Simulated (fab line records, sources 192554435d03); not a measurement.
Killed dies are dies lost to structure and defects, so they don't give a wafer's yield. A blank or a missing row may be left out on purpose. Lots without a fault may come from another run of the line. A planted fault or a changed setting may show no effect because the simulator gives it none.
fab line records | flow n5_finfet
record lots=5 wafers=15 last_day=17
route steps=1938 shown BEOL_M2@924 BEOL_M3@931
lots that met no fault: from a run of the same line without faults
start_h: hours from the record's first day to the start of the lot's first wafer shown | wait_h: hours since the lot's step before | " the same as in the row above | L1.1+2: a row that stands for several wafers | - no value, or no start given | * or withheld: withheld | < > ~ a bound
route shown NAME@n: a module of which the file shows steps, and the number in the route of the first | usual: mean/standard deviation of fault-free wafers | same: alike in all rows | chamber/n: place in a boat | sites: the reading at each site | _std_site: their standard deviation | _edge_site: outer sites' mean less inner sites' | radius_mm: how far each site lies from the wafer's centre | mask NAME#n: copy n | behind: the tool/chamber that last shaped the wafer | hold: why the lot was held/for how many hours/how that ended | device: the transistor (n, p or np) that didn't switch | end of line: the same wafers' tests at the end of the route | a step without rows: its recipe alone | killed: dies lost to structure and defects at the first sort, not the wafer's yield | map: a wafer's dies, x killed, . not, _ none there
set.NAME: the setting as run; set.NAME@STEP: as run at that earlier step | model.NAME: the simulator's own value behind a step, which no gauge read
lots at some steps of the route; a table a step, a row a wafer
services: from which hour (start_h, from the record's first day; less than 0 if before it) a tool's chamber was out of use, for how many hours, and why
## steps
# step N5_BEOL_M2_THK_MEAS_53
# recipe thk_meas_gauge=xrf reads=Cu_of_BEOL_M2_ECD_50
# usual M2_THK=39.6/2
# columns lot.wafer tool chamber start_h wait_h M2_THK[nm]
L077.3 film_metro-02 - 185.41 - 38.0
L077.4 " - " " 36.3
L077.6 " - " " 40.8
L078.1 film_metro-02 - 210.28 - 40.8
L078.4 " - " " 40.4
L078.5 " - " " 34.3
L082.3 film_metro-02 - 224.20 - 42.2
L082.4 " - " " 39.4
L082.6 " - " " 39.8
L085.1 film_metro-01 - 228.10 - 41.6
L085.2 " - " " 38.8
L085.4 " - " " 37.8
L091.2 film_metro-02 - 266.74 - 37.3
L091.4 " - " " 39.9
L091.5 " - " " 41.0
# step N5_BEOL_M2_PRE_CLEAN_60
# recipe gas=NH3/H2 time_s=15 temp_c=* rf_power_w=300
# usual heater_power_w=96/30
# columns lot.wafer tool chamber start_h wait_h heater_power_w
L077.3 cvd_co-02 1 185.45 0.0 122
L077.4 " 2 " " 66
L077.6 " 1 " " 119
L078.1 cvd_co-02 1 210.32 0.0 120
L078.4 " 1 " " 125
L078.5 " 0 " " 112
L082.3 cvd_co-02 2 224.24 0.0 67
L082.4 " 1 " " 121
L082.6 " 2 " " 67
L085.1 cvd_co-01 2 228.18 0.1 68
L085.2 " 0 " " 72
L085.4 " 1 " " 136
L091.2 cvd_co-02 2 266.78 0.0 67
L091.4 " 2 " " 67
L091.5 " 0 " " 113
# step N5_BEOL_M2_CO_CAP_55
# recipe material=Co target_thk_a=20 temp_c=200 precursor=CCTBA/H2 pressure_torr=30 time_s=102.1
# usual heater_power_w=249/37
# columns lot.wafer tool chamber start_h wait_h heater_power_w
L077.3 cvd_co-02 1 185.49 0.0 274
L077.4 " 2 " " 220
L077.6 " 1 " " 289
L078.1 cvd_co-02 1 210.36 0.0 285
L078.4 " 1 " " 281
L078.5 " 0 " " 265
L082.3 cvd_co-02 2 224.28 0.0 219
L082.4 " 1 " " 284
L082.6 " 2 " " 207
L085.1 cvd_co-01 2 228.22 0.0 216
L085.2 " 0 " " 217
L085.4 " 1 " " 303
L091.2 cvd_co-02 2 266.82 0.0 216
L091.4 " 2 " " 215
L091.5 " 0 " " 267
# step N5_BEOL_M2_PRE_CLEAN_56
# recipe gas=NH3 time_s=15 temp_c=withheld rf_power_w=300
# columns lot.wafer tool chamber start_h wait_h
L077.3+4+6 pecvd-04 2,0,1 185.59 0.1
L078.1+4+5 pecvd-04 2,2,1 210.45 0.1
L082.3+4+6 pecvd-03 0,2,1 224.37 0.1
L085.1+2+4 pecvd-04 1,0,0 228.31 0.1
L091.2+4+5 pecvd-03 1,0,1 266.91 0.1
# step N5_BEOL_M2_DEP_57
# recipe material=SiCN target_thk_a=80 temp_c=withheld precursor=3MS/NH3 pressure_torr=3 rf_w=202 time_s=14
# usual showerhead_plenum_p_Torr=3.665/0.015 throttle_valve_pct=9.2/0.57
# columns lot.wafer tool chamber start_h wait_h showerhead_plenum_p_Torr throttle_valve_pct
L077.3 pecvd-04 2 185.62 0.0 3.649 8.3
L077.4 " 0 " " 3.655 8.8
L077.6 " 1 " " 3.683 9.9
L078.1 pecvd-04 2 210.48 0.0 3.645 8.1
L078.4 " 2 " " 3.656 8.7
L078.5 " 1 " " 3.669 9.7
L082.3 pecvd-03 0 224.39 0.0 3.698 8.9
L082.4 " 2 " " 3.670 8.5
L082.6 " 1 " " 3.676 9.0
L085.1 pecvd-04 1 228.33 0.0 3.685 9.9
L085.2 " 0 " " 3.641 8.5
L085.4 " 0 " " 3.647 8.7
L091.2 pecvd-03 1 266.94 0.0 3.686 9.0
L091.4 " 0 " " 3.684 9.0
L091.5 " 1 " " 3.667 9.4
# step N5_BEOL_M2_RS_MEAS_58
# recipe thk_meas_gauge=four-point-probe reads=Co_of_BEOL_M2_CO_CAP_55+Cu_of_BEOL_M2_ECD_50+Co_of_BEOL_M2_CVD_47+TaN_of_BEOL_M2_ALD_84
# usual M2_RS=0.67/0.047
# columns lot.wafer tool chamber start_h wait_h M2_RS[ohm/sq]
L077.3 film_metro-01 - 185.70 0.1 0.72
L077.4 " - " " 0.77
L077.6 " - " " 0.66
L078.1 film_metro-02 - 210.54 0.0 0.65
L078.4 " - " " 0.65
L078.5 " - " " 0.81
L082.3 film_metro-02 - 224.46 0.1 0.61
L082.4 " - " " 0.67
L082.6 " - " " 0.66
L085.1 film_metro-02 - 228.40 0.0 0.62
L085.2 " - " " 0.68
L085.4 " - " " 0.70
L091.2 film_metro-02 - 267.00 0.1 0.71
L091.4 " - " " 0.66
L091.5 " - " " 0.63
# step N5_BEOL_M2_INSPECT_59
# recipe inspect_instrument=darkfield mode=post_dep
# usual raw_defect_count=77/26
# columns lot.wafer tool chamber start_h wait_h raw_defect_count
L077.3 defect_inspect-01 - 185.72 0.0 85
L077.4 " - " " 103
L077.6 " - " " 124
L078.1 defect_inspect-02 - 210.57 0.0 49
L078.4 " - " " 32
L078.5 " - " " 50
L082.3 defect_inspect-01 - 224.49 0.0 106
L082.4 " - " " 115
L082.6 " - " " 82
L085.1 defect_inspect-02 - 228.43 0.0 132
L085.2 " - " " 119
L085.4 " - " " 143
L091.2 defect_inspect-02 - 267.03 0.0 68
L091.4 " - " " 43
L091.5 " - " " 53
# step N5_BEOL_M3_ILD_DEP_00
# recipe material=SiOC target_thk_a=790 temp_c=350 precursor=DEMS/O2 pressure_torr=5 rf_w=500 time_s=15.3
# usual heater_power_w=507/97 showerhead_plenum_p_Torr=5.702/0.011 throttle_valve_pct=12.2/0.54
# columns lot.wafer tool chamber start_h wait_h heater_power_w showerhead_plenum_p_Torr throttle_valve_pct
L077.3 pecvd-03 0 185.76 0.0 433 5.724 12.2
L077.4 " 0 " " 437 5.714 12.1
L077.6 " 2 " " 521 5.701 11.5
L078.1 pecvd-03 0 210.61 0.0 452 5.717 12.3
L078.4 " 2 " " 484 5.698 11.8
L078.5 " 1 " " 402 5.708 12.0
L082.3 pecvd-01 2 224.52 0.0 614 5.682 11.6
L082.4 " 1 " " 674 5.689 13.1
L082.6 " 2 " " 595 5.702 11.6
L085.1 pecvd-03 0 228.46 0.0 447 5.723 12.0
L085.2 " 2 " " 513 5.693 11.2
L085.4 " 2 " " 505 5.701 11.7
L091.2 pecvd-01 0 267.06 0.0 488 5.700 12.8
L091.4 " 0 " " 481 5.727 12.8
L091.5 " 1 " " 626 5.708 13.0
# step N5_BEOL_M3_THK_MEAS_01
# recipe reads=SiOC_of_BEOL_M3_ILD_DEP_00
# usual M3_ILD_THK=78.7/1.3
# columns lot.wafer tool chamber start_h wait_h M3_ILD_THK[nm]
L077.3 film_metro-01 - 185.83 0.1 78.5
L077.4 " - " " 79.5
L077.6 " - " " 79.3
L078.1 film_metro-02 - 210.67 0.0 79.2
L078.4 " - " " 79.3
L078.5 " - " " 81.5
L082.3 film_metro-01 - 224.59 0.1 78.5
L082.4 " - " " 78.8
L082.6 " - " " 78.6
L085.1 film_metro-01 - 228.53 0.0 78.8
L085.2 " - " " 78.1
L085.4 " - " " 81.0
L091.2 film_metro-02 - 267.13 0.1 79.2
L091.4 " - " " 81.0
L091.5 " - " " 79.5
# step N5_BEOL_M3_PECVD_72
# recipe material=SiO2 target_thk_a=160 temp_c=400 precursor=TEOS/O2 pressure_torr=5.5 rf_w=450 teos_flow_sccm=53.8 gas=O2 flow_sccm=3000 time_s=18
# usual heater_power_w=735/120 showerhead_plenum_p_Torr=8.82/0.034 throttle_valve_pct=22.8/0.96
# columns lot.wafer tool chamber start_h wait_h heater_power_w showerhead_plenum_p_Torr throttle_valve_pct
L077.3 pecvd-02 2 185.86 0.0 744 8.84 23.7
L077.4 " 1 " " 573 8.81 23.8
L077.6 " 0 " " 823 8.85 22.3
L078.1 pecvd-01 1 210.71 0.0 962 8.79 24.5
L078.4 " 0 " " 732 8.86 23.7
L078.5 " 1 " " 944 8.78 24.5
L082.3 pecvd-03 0 224.63 0.0 691 8.88 22.4
L082.4 " 0 " " 702 8.88 22.1
L082.6 " 1 " " 536 8.80 22.7
L085.1 pecvd-02 1 228.57 0.0 543 8.82 23.7
L085.2 " 0 " " 795 8.85 22.4
L085.4 " 1 " " 563 8.82 23.9
L091.2 pecvd-02 2 267.17 0.0 758 8.80 21.5
L091.4 " 0 " " 806 8.85 22.5
L091.5 " 1 " " 551 8.81 23.9
# step N5_BEOL_M3_HM_DEP_02
# recipe material=TiN target_thk_a=200 temp_c=25 chamber_pressure_pa=0.49996
# usual throttle_valve_pct=30.2/1.5
# columns lot.wafer tool chamber start_h wait_h throttle_valve_pct
L077.3 pvd_sputter-02 - 186.29 0.4 28.7
L077.4 " - " " 30.3
L077.6 " - " " 30.3
L078.1 pvd_sputter-03 - 211.14 0.4 28.8
L078.4 " - " " 28.9
L078.5 " - " " 27.7
L082.3 pvd_sputter-03 - 225.14 0.5 28.1
L082.4 " - " " 29.8
L082.6 " - " " 29.3
L085.1 pvd_sputter-01 - 230.93 2.3 30.9
L085.2 " - " " 32.6
L085.4 " - " " 30.7
L091.2 pvd_sputter-01 - 268.16 1.0 31.1
L091.4 " - " " 30.6
L091.5 " - " " 32.7
# step N5_BEOL_M3_COAT_61
# recipe resist=SOC temp_c=250 time_s=60 spin_rpm=1500 resist_thk_nm=60
# usual exhaust_pa=45.3/0.93
# columns lot.wafer tool chamber start_h wait_h exhaust_pa
L077.3 litho_track-02 0 186.42 0.1 46.1
L077.4 " 0 " " 45.8
L077.6 " 0 " " 44.6
L078.1 litho_track-04 0 211.26 0.1 45.6
L078.4 " 0 " " 46.7
L078.5 " 0 " " 47.2
L082.3 litho_track-03 0 225.26 0.1 44.7
L082.4 " 0 " " 46.6
L082.6 " 0 " " 45.8
L085.1 litho_track-03 0 231.05 0.1 45.2
L085.2 " 0 " " 44.9
L085.4 " 0 " " 44.3
L091.2 litho_track-03 0 268.29 0.1 44.8
L091.4 " 0 " " 44.6
L091.5 " 0 " " 45.7
# step N5_BEOL_M3_COAT_62
# recipe resist=SiARC temp_c=220 time_s=60 spin_rpm=1500 resist_thk_nm=12
# usual exhaust_pa=45.2/0.98
# columns lot.wafer tool chamber start_h wait_h exhaust_pa
L077.3 litho_track-02 0 - - 44.4
L077.4 " 0 " " 43.6
L077.6 " 0 " " 44.3
L078.1 litho_track-04 0 - - 45.5
L078.4 " 0 " " 45.1
L078.5 " 0 " " 46.7
L082.3 litho_track-03 0 - - 45.7
L082.4 " 0 " " 43.8
L082.6 " 0 " " 43.7
L085.1 litho_track-03 0 - - 45.4
L085.2 " 0 " " 47.0
L085.4 " 0 " " 47.2
L091.2 litho_track-03 0 - - 45.2
L091.4 " 0 " " 44.3
L091.5 " 0 " " 45.2
# step N5_BEOL_M3_COAT_73
# recipe resist=underlayer temp_c=205 time_s=60 spin_rpm=1500 resist_thk_nm=5
# usual exhaust_pa=45.1/0.93
# columns lot.wafer tool chamber start_h wait_h exhaust_pa
L077.3 litho_track-02 0 - - 43.8
L077.4 " 0 " " 44.8
L077.6 " 0 " " 43.1
L078.1 litho_track-04 0 - - 44.4
L078.4 " 0 " " 45.9
L078.5 " 0 " " 44.2
L082.3 litho_track-03 0 - - 45.6
L082.4 " 0 " " 45.0
L082.6 " 0 " " 46.5
L085.1 litho_track-03 0 - - 47.3
L085.2 " 0 " " 47.3
L085.4 " 0 " " 47.1
L091.2 litho_track-03 0 - - 45.5
L091.4 " 0 " " 45.1
L091.5 " 0 " " 43.2
# step N5_BEOL_M3_COAT_05
# recipe resist=CAR-EUV spin_rpm=1500 resist_thk_nm=30
# usual exhaust_pa=45.0/0.99
# columns lot.wafer tool chamber start_h wait_h exhaust_pa
L077.3 litho_track-02 0 - - 45.6
L077.4 " 0 " " 45.3
L077.6 " 0 " " 44.8
L078.1 litho_track-04 0 - - 47.3
L078.4 " 0 " " 45.7
L078.5 " 0 " " 46.3
L082.3 litho_track-03 0 - - 44.2
L082.4 " 0 " " 46.2
L082.6 " 0 " " 44.7
L085.1 litho_track-03 0 - - 43.0
L085.2 " 0 " " 44.0
L085.4 " 0 " " 43.9
L091.2 litho_track-03 0 - - 44.8
L091.4 " 0 " " 46.4
L091.5 " 0 " " 46.8
# step N5_BEOL_M3_EBR_07
# recipe solvent=PGMEA ebr_width_mm=1.5
# usual exhaust_pa=45.2/0.93
# columns lot.wafer tool chamber start_h wait_h exhaust_pa
L077.3 litho_track-02 0 - - 45.1
L077.4 " 0 " " 46.1
L077.6 " 0 " " 44.9
L078.1 litho_track-04 0 - - 44.8
L078.4 " 0 " " 44.6
L078.5 " 0 " " 45.6
L082.3 litho_track-03 0 - - 44.0
L082.4 " 0 " " 44.3
L082.6 " 0 " " 45.4
L085.1 litho_track-03 0 - - 46.2
L085.2 " 0 " " 46.4
L085.4 " 0 " " 46.3
L091.2 litho_track-03 0 - - 46.3
L091.4 " 0 " " 44.8
L091.5 " 0 " " 45.1
# step N5_BEOL_M3_SOFTBAKE_06
# recipe temp_c=110 time_s=60 resist=CAR-EUV
# usual exhaust_pa=44.8/0.9
# columns lot.wafer tool chamber start_h wait_h exhaust_pa
L077.3 litho_track-02 0 - - 44.8
L077.4 " 0 " " 44.3
L077.6 " 0 " " 46.1
L078.1 litho_track-04 0 - - 46.0
L078.4 " 0 " " 45.5
L078.5 " 0 " " 43.6
L082.3 litho_track-03 0 - - 43.7
L082.4 " 0 " " 44.4
L082.6 " 0 " " 44.5
L085.1 litho_track-03 0 - - 45.6
L085.2 " 0 " " 45.4
L085.4 " 0 " " 44.9
L091.2 litho_track-03 0 - - 45.0
L091.4 " 0 " " 43.0
L091.5 " 0 " " 43.0
# step N5_BEOL_M3_EXPOSE_08
# recipe mask_id=M3 na=0.33 source_shape=dipole sigma_inner=0.369 sigma_outer=0.767 polarization=unpolarized dose_mj=33
# usual exposure_dose_mJ_cm2=32.94/0.044
# same dipole_opening_deg=79.7
# columns lot.wafer tool chamber start_h wait_h mask exposure_dose_mJ_cm2
L077.3 euv_scanner-02 0 186.70 - M3#0 33.01
L077.4 " 0 " " M3#0 32.97
L077.6 " 0 " " M3#0 32.99
L078.1 euv_scanner-01 0 211.53 - M3#0 32.96
L078.4 " 0 " " M3#0 32.95
L078.5 " 0 " " M3#0 32.90
L082.3 euv_scanner-01 0 225.54 - M3#0 32.87
L082.4 " 0 " " M3#0 32.92
L082.6 " 0 " " M3#0 32.94
L085.1 euv_scanner-01 0 231.19 - M3#0 32.86
L085.2 " 0 " " M3#0 32.86
L085.4 " 0 " " M3#0 32.92
L091.2 euv_scanner-01 0 268.43 - M3#0 32.93
L091.4 " 0 " " M3#0 32.95
L091.5 " 0 " " M3#0 32.90
# step N5_BEOL_M3_PEB_09
# recipe peb_temp_c=100 peb_time_s=60 resist=CAR-EUV
# usual exhaust_pa=45.0/0.91
# columns lot.wafer tool chamber start_h wait_h exhaust_pa
L077.3 litho_track-02 0 186.75 0.0 47.8
L077.4 " 0 " " 46.8
L077.6 " 0 " " 47.2
L078.1 litho_track-02 0 211.58 0.1 45.1
L078.4 " 0 " " 45.9
L078.5 " 0 " " 44.9
L082.3 litho_track-03 0 225.58 0.0 44.5
L082.4 " 0 " " 44.7
L082.6 " 0 " " 44.7
L085.1 litho_track-04 0 231.25 0.1 46.1
L085.2 " 0 " " 43.9
L085.4 " 0 " " 44.4
L091.2 litho_track-04 0 268.48 0.0 44.5
L091.4 " 0 " " 45.0
L091.5 " 0 " " 45.1
# step N5_BEOL_M3_DEVELOP_10
# recipe develop_time_s=30 developer=TMAH resist=CAR-EUV rinse_liquid=surfactant_rinse dry=air_spin dev_temp_c=23
# usual exhaust_pa=45.1/0.88
# columns lot.wafer tool chamber start_h wait_h exhaust_pa
L077.3 litho_track-02 0 - - 44.0
L077.4 " 0 " " 45.5
L077.6 " 0 " " 44.5
L078.1 litho_track-02 0 - - 45.6
L078.4 " 0 " " 46.0
L078.5 " 0 " " 46.3
L082.3 litho_track-03 0 - - 46.1
L082.4 " 0 " " 44.8
L082.6 " 0 " " 46.3
L085.1 litho_track-04 0 - - 45.3
L085.2 " 0 " " 44.5
L085.4 " 0 " " 43.8
L091.2 litho_track-04 0 - - 46.4
L091.4 " 0 " " 44.9
L091.5 " 0 " " 45.1
# step N5_BEOL_M3_CD_MEAS_11
# recipe target_cd_nm=17.05 landing_energy_ev=500 detector=se_inlens polarity=opening
# usual cd_nm=17.08/0.24
# columns lot.wafer tool chamber start_h wait_h cd_nm
L077.3 cd_sem-02 0 186.81 - 17.00
L077.4 " 0 " " 17.09
L077.6 " 0 " " 16.90
L078.1 cd_sem-03 0 211.65 - 17.00
L078.4 " 0 " " 17.27
L078.5 " 0 " " 16.83
L082.3 cd_sem-02 0 225.65 - 17.47
L082.4 " 0 " " 17.24
L082.6 " 0 " " 16.88
L085.1 cd_sem-01 0 231.31 - 16.93
L085.2 " 0 " " 17.04
L085.4 " 0 " " 17.19
L091.2 cd_sem-02 0 268.55 - 16.92
L091.4 " 0 " " 16.88
L091.5 " 0 " " 17.23
# step N5_BEOL_M3_OVL_MEAS_12
# recipe points_per_wafer=522
# usual M3_OVL=0.2/0.64
# columns lot.wafer tool chamber start_h wait_h M3_OVL[nm]
L077.3 overlay-02 0 186.85 0.0 -0.6
L077.4 " 0 " " 0.7
L077.6 " 0 " " -0.5
L078.1 overlay-02 0 211.68 0.0 0.0
L078.4 " 0 " " -0.8
L078.5 " 0 " " 1.1
L082.3 overlay-01 0 225.69 0.0 0.2
L082.4 " 0 " " -0.3
L082.6 " 0 " " -0.1
L085.1 overlay-01 0 231.34 0.0 0.1
L085.2 " 0 " " -0.7
L085.4 " 0 " " 0.0
L091.2 overlay-02 0 268.59 0.0 1.1
L091.4 " 0 " " 1.4
L091.5 " 0 " " 0.4
# step N5_BEOL_M3_INSPECT_13
# recipe mode=adi inspect_instrument=brightfield
# usual raw_defect_count=423/91
# columns lot.wafer tool chamber start_h wait_h raw_defect_count
L077.3 defect_inspect-02 - 186.90 0.0 253
L077.4 " - " " 316
L077.6 " - " " 336
L078.1 defect_inspect-02 - 211.74 0.1 495
L078.4 " - " " 301
L078.5 " - " " 320
L082.3 defect_inspect-02 - 225.74 0.0 684
L082.4 " - " " 500
L082.6 " - " " 338
L085.1 defect_inspect-02 - 231.40 0.1 487
L085.2 " - " " 540
L085.4 " - " " 521
L091.2 defect_inspect-02 - 268.64 0.0 323
L091.4 " - " " 273
L091.5 " - " " 363
# step N5_BEOL_M3_DESCUM_16
# recipe chemistry=O2 time_s=7 source_power_w=50 bias_power_w=20 pressure_mtorr=20 rf_frequency_hz=2.712e+07 temp_c=40 resist=CAR-EUV o2_flow_sccm=225
# usual chamber_pressure_mTorr=19.999/0.018 drypump_motor_current_A=5.75/0.28 oes_product_au=0.77/0.077 rf_vpp_V=242.8/1.4 showerhead_plenum_p_Torr=2.07/0.062 throttle_valve_pct=20.4/0.35
# columns lot.wafer tool chamber start_h wait_h chamber_pressure_mTorr drypump_motor_current_A oes_product_au rf_hours_counter_h rf_vpp_V showerhead_plenum_p_Torr throttle_valve_pct
L077.3 rie_diel-06 3 186.93 0.0 19.968 5.42 0.86 50 244.7 2.18 20.2
L077.4 " 0 " " 20.031 5.88 0.74 148 244.5 2.15 20.3
L077.6 " 3 " " 20.013 5.41 0.84 - 244.3 2.18 20.2
L078.1 rie_diel-06 1 211.78 0.0 20.013 6.23 0.73 218 242.5 1.97 20.2
L078.4 " 3 " " 19.984 5.40 0.83 56 244.3 2.18 20.2
L078.5 " 3 " " 20.002 5.41 0.84 - 244.5 2.18 20.2
L082.3 rie_diel-01 1 225.77 0.0 19.980 6.10 0.80 82 242.9 2.09 20.2
L082.4 " 0 " " 20.013 5.65 0.81 81 241.8 2.04 20.0
L082.6 " 1 " " 19.994 6.13 0.82 - 243.2 2.09 20.3
L085.1 rie_diel-06 2 231.44 0.0 19.983 6.04 0.76 136 241.2 2.03 20.7
L085.2 " 0 " " 20.002 5.91 0.73 159 244.5 2.15 20.3
L085.4 " 1 " " 20.005 6.27 0.72 223 242.0 1.97 20.2
L091.2 rie_diel-06 3 268.67 0.0 20.008 5.43 0.81 71 244.3 2.17 20.3
L091.4 " 1 " " 19.993 6.23 0.71 233 240.7 1.97 20.2
L091.5 " 1 " " 19.990 6.24 0.71 - 240.9 1.97 20.2
# step N5_BEOL_M3_ETCH_74
# recipe chemistry=N2/H2 target=underlayer target_depth_a=65 mask_material=CAR-EUV time_s=5.2 ion_energy_ev=200 pressure_mtorr=30 source_w=840 bias_w=150 n2_flow_sccm=200 h2_flow_sccm=200 ends=cleared
# usual chamber_pressure_mTorr=30.00/0.04 drypump_motor_current_A=5.75/0.28 etch_rf_on_time_s=5.23/0.18 oes_product_au=0.66/0.068 rf_vpp_V=523.4/2.7 showerhead_plenum_p_Torr=2.52/0.087 throttle_valve_pct=17.8/0.32
# columns lot.wafer tool chamber start_h wait_h chamber_pressure_mTorr drypump_motor_current_A etch_rf_on_time_s oes_product_au rf_hours_counter_h rf_vpp_V showerhead_plenum_p_Torr throttle_valve_pct
L077.3 rie_diel-06 3 186.97 0.0 29.97 5.38 5.37 0.69 50 528.0 2.70 17.8
L077.4 " 0 " " 29.98 5.89 5.13 0.64 148 528.9 2.64 17.9
L077.6 " 3 " " 29.93 5.42 5.43 0.70 - 528.1 2.69 17.8
L078.1 rie_diel-06 1 211.81 0.0 30.00 6.32 5.08 0.63 218 517.0 2.42 17.7
L078.4 " 3 " " 29.94 5.41 5.42 0.70 56 528.3 2.69 17.8
L078.5 " 3 " " 29.94 5.40 5.43 0.70 - 528.4 2.69 17.8
L082.3 rie_diel-01 1 225.81 0.0 29.97 6.13 5.26 0.69 82 522.9 2.58 18.0
L082.4 " 0 " " 29.99 5.68 5.26 0.70 81 521.9 2.46 17.4
L082.6 " 1 " " 29.95 6.12 5.27 0.70 - 525.1 2.58 18.0
L085.1 rie_diel-06 2 231.47 0.0 29.97 6.01 5.34 0.63 136 521.0 2.47 18.2
L085.2 " 0 " " 29.97 5.92 5.26 0.63 159 527.0 2.63 18.0
L085.4 " 1 " " 30.03 6.25 5.07 0.63 223 520.2 2.42 17.7
L091.2 rie_diel-06 3 268.71 0.0 30.07 5.40 5.39 0.68 71 526.6 2.69 17.9
L091.4 " 1 " " 29.95 6.26 5.05 0.62 233 520.5 2.42 17.7
L091.5 " 1 " " 29.93 6.26 5.13 0.62 - 518.5 2.42 17.7
# step N5_BEOL_M3_ETCH_63
# recipe chemistry=CF4 target=SiARC target_depth_a=156 mask_material=CAR-EUV time_s=26 ion_energy_ev=80 pressure_mtorr=40 source_w=545 bias_w=36 Ar_flow_sccm=100 cf4_flow_sccm=100 ends=cleared
# usual cf4_flow_sccm=99.98/0.29 chamber_pressure_mTorr=40.00/0.036 drypump_motor_current_A=5.74/0.28 etch_rf_on_time_s=26.0/0.82 oes_product_au=0.67/0.069 rf_vpp_V=183.8/1.2 showerhead_plenum_p_Torr=2.13/0.074 throttle_valve_pct=15.59/0.26
# columns lot.wafer tool chamber start_h wait_h cf4_flow_sccm chamber_pressure_mTorr drypump_motor_current_A etch_rf_on_time_s oes_product_au rf_hours_counter_h rf_vpp_V showerhead_plenum_p_Torr throttle_valve_pct
L077.3 rie_diel-06 3 186.98 0.0 99.61 39.99 5.40 26.8 0.70 50 186.8 2.28 15.69
L077.4 " 0 " " 100.50 40.01 5.88 25.8 0.65 148 185.5 2.24 15.69
L077.6 " 3 " " 99.81 39.97 5.42 26.9 0.71 - 185.1 2.28 15.67
L078.1 rie_diel-06 1 211.83 0.0 100.20 40.03 6.24 25.1 0.63 218 182.5 2.04 15.49
L078.4 " 3 " " 100.30 39.99 5.39 26.9 0.70 56 185.0 2.27 15.68
L078.5 " 3 " " 99.97 40.03 5.41 27.0 0.70 - 185.8 2.27 15.68
L082.3 rie_diel-01 1 225.82 0.0 100.31 40.03 6.11 26.6 0.69 82 184.9 2.16 15.55
L082.4 " 0 " " 98.92 40.00 5.63 26.0 0.69 81 183.2 2.08 15.18
L082.6 " 1 " " 100.42 40.01 6.12 26.6 0.69 - 185.0 2.16 15.55
L085.1 rie_diel-06 2 231.49 0.0 100.44 40.06 5.97 26.3 0.63 136 183.4 2.05 15.64
L085.2 " 0 " " 100.06 39.95 5.88 26.4 0.63 159 185.7 2.23 15.69
L085.4 " 1 " " 100.14 39.98 6.26 25.4 0.63 223 181.4 2.04 15.51
L091.2 rie_diel-06 3 268.72 0.0 100.00 39.99 5.41 26.9 0.69 71 185.1 2.27 15.74
L091.4 " 1 " " 100.12 40.08 6.25 25.3 0.62 233 182.8 2.04 15.51
L091.5 " 1 " " 100.22 40.02 6.24 25.3 0.61 - 182.7 2.04 15.53
# step N5_BEOL_M3_ETCH_64
# recipe chemistry=N2/H2 target=SOC target_depth_a=750 overetch_a=150 mask_material=SiARC temp_c=40 time_s=112.5 ion_energy_ev=200 pressure_mtorr=30 source_w=840 bias_w=150 n2_flow_sccm=200 h2_flow_sccm=200
# usual chamber_pressure_mTorr=30.001/0.028 drypump_motor_current_A=5.75/0.28 oes_product_au=0.62/0.059 rf_vpp_V=523.5/2.6 showerhead_plenum_p_Torr=2.52/0.087 throttle_valve_pct=17.8/0.32
# columns lot.wafer tool chamber start_h wait_h chamber_pressure_mTorr drypump_motor_current_A oes_product_au rf_hours_counter_h rf_vpp_V showerhead_plenum_p_Torr throttle_valve_pct
L077.3 rie_diel-06 3 187.01 0.0 29.997 5.41 0.67 50 529.3 2.70 17.8
L077.4 " 0 " " 30.017 5.91 0.59 148 527.2 2.64 17.9
L077.6 " 3 " " 30.002 5.41 0.67 - 528.3 2.70 17.8
L078.1 rie_diel-06 1 211.85 0.0 30.002 6.25 0.58 218 521.8 2.42 17.7
L078.4 " 3 " " 30.027 5.40 0.66 56 528.0 2.69 17.8
L078.5 " 3 " " 30.021 5.41 0.66 - 526.7 2.69 17.8
L082.3 rie_diel-01 1 225.85 0.0 30.014 6.12 0.64 82 523.8 2.58 17.9
L082.4 " 0 " " 30.007 5.67 0.65 81 521.6 2.46 17.3
L082.6 " 1 " " 30.041 6.11 0.65 - 525.7 2.58 17.9
L085.1 rie_diel-06 2 231.52 0.0 29.968 6.01 0.59 136 521.7 2.47 18.2
L085.2 " 0 " " 30.049 5.93 0.59 159 526.6 2.63 17.9
L085.4 " 1 " " 30.007 6.24 0.58 223 521.1 2.42 17.7
L091.2 rie_diel-06 3 268.75 0.0 29.995 5.43 0.64 71 526.9 2.69 17.8
L091.4 " 1 " " 29.935 6.28 0.57 233 518.8 2.42 17.7
L091.5 " 1 " " 29.910 6.27 0.57 - 519.1 2.42 17.7
# step N5_BEOL_M3_STRIP_65
# recipe chemistry=N2/H2 temp_c=40 n2_flow_sccm=200 h2_flow_sccm=200 rf_frequency_hz=6e+07
# columns lot.wafer tool chamber start_h wait_h
L077.3+4+6 rie_diel-06 3,0,3 187.12 0.1
L078.1+4+5 rie_diel-06 1,3,3 211.96 0.1
L082.3+4+6 rie_diel-01 1,0,1 225.96 0.1
L085.1+2+4 rie_diel-06 2,0,1 231.62 0.1
L091.2+4+5 rie_diel-06 3,1,1 268.86 0.1
# step N5_BEOL_M3_STRIP_75
# recipe chemistry=N2/H2 temp_c=40 n2_flow_sccm=200 h2_flow_sccm=200 rf_frequency_hz=6e+07
# columns lot.wafer tool chamber start_h wait_h
L077.3+4+6 rie_diel-06 3,0,3 187.13 0.0
L078.1+4+5 rie_diel-06 1,3,3 211.97 0.0
L082.3+4+6 rie_diel-01 1,0,1 225.97 0.0
L085.1+2+4 rie_diel-06 2,0,1 231.63 0.0
L091.2+4+5 rie_diel-06 3,1,1 268.87 0.0
## services
# columns tool chamber start_h hours kind
pvd_sputter-01 - 161.50 48.4 repair
pecvd-03 0 173.27 5.5 scheduled_down
rie_diel-06 0 177.68 4.9 repair
rie_diel-06 - 185.73 0.7 repair
euv_scanner-01 - 185.95 4.6 pm
pecvd-02 1 190.96 5.5 scheduled_down
rie_diel-01 3 191.61 6.5 repair
cvd_co-02 - 193.08 4.3 pm
pecvd-02 2 196.28 4.4 repair
pecvd-02 2 202.38 - clean
pecvd-02 2 202.38 - consumable_replace:showerhead
euv_scanner-02 - 210.43 1.0 pm
euv_scanner-01 - 215.95 1.4 repair
rie_diel-01 1 226.27 14.9 repair
rie_diel-01 3 231.16 2.1 repair
euv_scanner-01 - 232.71 1.1 repair
pecvd-02 - 243.26 0.3 repair
rie_diel-01 1 243.55 4.0 repair
euv_scanner-01 - 244.47 1.0 pm
pecvd-03 - 246.62 0.8 repair
euv_scanner-02 - 250.68 1.5 repair
pecvd-04 2 262.03 15.0 repair
euv_scanner-02 - 264.58 4.6 pm
euv_scanner-01 0 266.19 - calibration
## key
fault none
